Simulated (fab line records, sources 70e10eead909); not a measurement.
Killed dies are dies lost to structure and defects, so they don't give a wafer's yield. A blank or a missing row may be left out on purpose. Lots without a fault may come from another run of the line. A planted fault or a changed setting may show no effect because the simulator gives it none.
One fault seen from 2 desks | flow nand_harc | each desk has only its own numbers; what lay behind them comes last

THE TOOL OWNER'S DESK: litho_track-01
The tool's own readings at NHARC_A_CHANNEL_HOLE_D1_PEB_08 (peb time 65 s): means of the sampled wafers that have a number, for each lot that ran on this tool. A lot is out of limits, marked OUT, if its mean lies more than 4 standard deviations from the usual mean; the brackets give that distance.
Columns: A = resist_line_temp_C at NHARC_A_CHANNEL_HOLE_D1_PEB_08, usual 23.02 C
lot  | first seen here | A
L171 | day 8 17:38     | 23.00
L173 | day 9 16:46     | 23.12
L174 | day 10 00:39    | 22.93
L176 | day 10 19:07    | 23.01
L188 | day 15 22:19    | 22.86
This desk's finding: nothing out of limits on any of the 5 lots.

THE METROLOGY DESK
What the gauges read, lot by lot, whatever tool the lot ran on: means of the sampled wafers that have a number. A lot is out of limits, marked OUT, if its mean lies more than 4 standard deviations from the usual mean; the brackets give that distance.
Columns: A = cd_nm at NHARC_A_CHANNEL_HOLE_D1_CD_MEAS_10, usual 100.0 nm; B = cd_nm at NHARC_A_CHANNEL_HOLE_D1_CD_MEAS_30, usual 89.8 nm
lot  | first seen here | A                | B
L171 | day 8 17:43     | 99.4             | 89.0
L173 | day 9 16:52     | 100.2            | 90.4
L174 | day 10 00:44    | 99.5             | 89.4
L176 | day 10 19:12    | 99.8             | 89.8
L188 | day 15 22:23    | 104.1 (+8.3) OUT | 94.1
L190 | day 16 20:40    | 100.1            | 90.1
L191 | day 17 07:57    | 100.0            | 89.9
L193 | day 17 23:09    | 100.2            | 88.8
This desk's finding: out of limits on L188; first on L188, day 15 22:23 (cd_nm at NHARC_A_CHANNEL_HOLE_D1_CD_MEAS_10). In limits: L171, L173, L174, L176, L190, L191, L193.

PUT TOGETHER
The metrology desk could have raised an alarm at day 15 22:23, on L188.
The tool owner's desk saw nothing out of limits.
The tool owner's desk has L188 on record, within its limits.
Of the lots named, all ran NHARC_A_CHANNEL_HOLE_D1_PEB_08 on litho_track-01.

WHAT THE SIMULATOR HAD PUT IN
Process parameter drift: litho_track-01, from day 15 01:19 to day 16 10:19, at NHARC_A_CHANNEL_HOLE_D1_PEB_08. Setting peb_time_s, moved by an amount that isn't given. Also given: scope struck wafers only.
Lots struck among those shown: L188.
Hours from the fault's start to each desk's first reading out of limits: the metrology desk, 21.
